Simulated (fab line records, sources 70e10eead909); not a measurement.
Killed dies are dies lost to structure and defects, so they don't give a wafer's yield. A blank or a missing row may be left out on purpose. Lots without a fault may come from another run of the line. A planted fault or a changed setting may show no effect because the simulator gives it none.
A struck lot beside a sound one | flow nand_harc | 14 steps out of a route of 1302
Sound: wafers L343.4, L343.5, L343.6. Struck: wafers L338.1, L338.2, L338.4. The cause comes at the end.
At each step with rows: each side's tool, then ch and its chambers, then its first start. Under that, the readings that differ: sound wafers | struck wafers | difference of the means | sigmas: that difference in standard deviations of wafers without a fault.
alike: readings whose means differ by less than 2 such deviations, and words and numbers that are the same on both sides. not compared: withheld readings, readings that some wafer has no value for, bounds like >300 that may hide the same value, and numbers for which the record gives no deviation and whose values overlap.
The two part at a step that has a row with sigmas, a row that says differs or no value, or rows on one side only. Numbers that don't overlap but have no deviation are shown without sigmas and don't part them. A reading that every wafer of one side lacks parts them only if that side has two wafers or more.

NHARC_A_CONTACT_ETCH_51: etches the open film in O2/COS, target depth 7000 nm, time 1820 s.
  sound on rie_diel-05 ch 0,1,2; struck on rie_diel-04 ch 0,1,2
  alike: bias_w, chamber_pressure_mTorr, drypump_motor_current_A, mfc_ar_sccm, oes_product_au, rf_vpp_V, showerhead_plenum_p_Torr, throttle_valve_pct
  not compared: rf_hours_counter_h
then, 3 steps without rows for these wafers: NHARC_A_CONTACT_ETCH_111 (etches the open film in C4F8/O2/Ar, time 140 s, target depth 700 nm); NHARC_A_CONTACT_ETCH_112 (etches the open film in C4F8/O2/Ar, time 190 s, target depth 1850 nm); NHARC_A_CONTACT_ETCH_113 (etches the open film in C4F8/O2/Ar, time 190 s, target depth 1850 nm).
NHARC_A_CONTACT_ETCH_114: etches the open film in C4F8/O2/Ar, time 190 s, target depth 1850 nm.
  sound on har_cap_etch-01 ch 0,1, day 30 14:05; struck on har_cap_etch-03 ch 0,1, day 28 15:46
  alike: chamber_pressure_mTorr, oes_air_line_au
  not compared: rf_hours_counter_h
then, 4 steps without rows for these wafers: NHARC_A_CONTACT_ETCH_115 (etches the open film in C4F8/O2/Ar, time 190 s, target depth 1850 nm); NHARC_A_CONTACT_ETCH_116 (etches the open film in C4F8/O2/Ar, time 190 s, target depth 1850 nm); NHARC_A_CONTACT_ETCH_117 (etches the open film in C4F8/O2/Ar, time 190 s, target depth 1850 nm); NHARC_A_CONTACT_ETCH_118 (etches the open film in C4F8/O2/Ar, time 190 s, target depth 1850 nm).
NHARC_A_CONTACT_ETCH_119: etches the open film in C4F8/O2/Ar, time 190 s, target depth 1850 nm.
  sound on har_cap_etch-01 ch 0,1, day 30 14:56; struck on har_cap_etch-03 ch 0,1, day 28 16:37
  alike: chamber_pressure_mTorr, oes_air_line_au
  not compared: rf_hours_counter_h
then, 1 step without rows for these wafers: NHARC_A_CONTACT_ETCH_120 (etches the open film in C4F8/O2/Ar, time 190 s, target depth 1850 nm).
NHARC_A_CONTACT_ETCH_121: etches the open film in C4F8/O2/Ar, time 190 s, target depth 1850 nm.
  sound on har_cap_etch-01 ch 0,1, day 30 15:17; struck on har_cap_etch-03 ch 0,1, day 28 16:57
  alike: chamber_pressure_mTorr, oes_air_line_au
  not compared: rf_hours_counter_h
NHARC_A_CONTACT_ETCH_122: etches the open film in C4F8/O2/Ar, time 190 s, target depth 1850 nm.
  sound on har_cap_etch-01 ch 0,1, day 30 15:27; struck on har_cap_etch-03 ch 0,1, day 28 17:08
  no value came back on the struck wafers for chamber_pressure_mTorr (mTorr), oes_air_line_au (a.u.), time_s (s); on the sound wafers chamber_pressure_mTorr (mTorr) reads 20.010 19.985 20.000
  not compared: rf_hours_counter_h
NHARC_A_CONTACT_ETCH_123: etches the open film in C4F8/O2/Ar, time 490 s, target depth 2110 nm.
  sound on har_cap_etch-01 ch 0,1, day 30 15:44; struck on har_cap_etch-03 ch 0,1, day 28 17:18
  alike: chamber_pressure_mTorr, oes_air_line_au
  not compared: rf_hours_counter_h

WHERE THEY PART
Only at NHARC_A_CONTACT_ETCH_122, within this record. Later steps at which nothing parts them and some readings are alike: NHARC_A_CONTACT_ETCH_123.

WHY: what the simulator had put in
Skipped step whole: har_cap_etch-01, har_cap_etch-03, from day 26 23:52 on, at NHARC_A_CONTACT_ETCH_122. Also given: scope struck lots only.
